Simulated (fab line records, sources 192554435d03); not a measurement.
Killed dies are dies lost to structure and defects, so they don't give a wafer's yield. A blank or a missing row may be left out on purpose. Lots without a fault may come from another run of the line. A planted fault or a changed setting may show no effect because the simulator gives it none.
Chamber matching | flow n5_finfet | N5_BEOL_M5_PRE_CLEAN_77 on cvd_co-02: 3 sister chambers
The step time 15 s. 27 wafers are shown with their chamber, then 12 later ones without.

WAFERS WITH THEIR CHAMBER
wafer  | chamber | heater_power_w (W)
L074.1 | 1       | 81
L074.2 | 2       | 71
L074.5 | 1       | 81
L075.3 | 0       | 109
L075.4 | 2       | 70
L075.5 | 0       | 110
L076.1 | 2       | 73
L076.2 | 0       | 110
L076.3 | 1       | 82
L079.2 | 1       | 82
L079.3 | 2       | 71
L079.4 | 0       | 110
L078.1 | 1       | 82
L078.3 | 2       | 70
L078.4 | 0       | 112
L080.2 | 1       | 83
L080.3 | 2       | 72
L080.4 | 0       | 110
L081.1 | 2       | 71
L081.3 | 0       | 112
L081.6 | 0       | 113
L082.1 | 1       | 82
L082.3 | 2       | 74
L082.4 | 0       | 108
L088.1 | 1       | 82
L088.2 | 2       | 72
L088.5 | 0       | 110

SIGNATURES (means of the wafers above)
reading        | chamber 0 | chamber 1 | chamber 2 | scatter within a chamber
heater_power_w | 110.40    | 81.88     | 71.56     | 1.25
Rule: a wafer's distance from a chamber is the root of the sum, over the readings, of the square of ((its reading less the chamber's mean) divided by the reading's scatter). The wafer belongs to the nearest chamber; if the next one is less than 2 further off, it can't be placed. The scatter: the root of (the sum of the squares of (reading less its chamber's mean) over the shown wafers, divided by (wafers less chambers)).

WAFERS WITHOUT THEIR CHAMBER
wafer  | heater_power_w (W)
L090.4 | 108
L090.5 | 72
L090.6 | 83
L094.2 | 113
L094.3 | 70
L094.4 | 111
L093.1 | 114
L093.4 | 110
L093.5 | 83
L097.2 | 71
L097.4 | 74
L097.5 | 75

WHICH CHAMBER EACH WENT THROUGH
wafer  | from the rows above | in truth
L090.4 | 0                   | 0
L090.5 | 2                   | 2
L090.6 | 1                   | 1
L094.2 | 0                   | 0
L094.3 | 2                   | 2
L094.4 | 0                   | 0
L093.1 | 0                   | 0
L093.4 | 0                   | 0
L093.5 | 1                   | 1
L097.2 | 2                   | 2
L097.4 | 2                   | 2
L097.5 | 2                   | 2
Placed correctly: 12 of 12. Can't be placed from these rows: 0. Placed wrongly: 0.
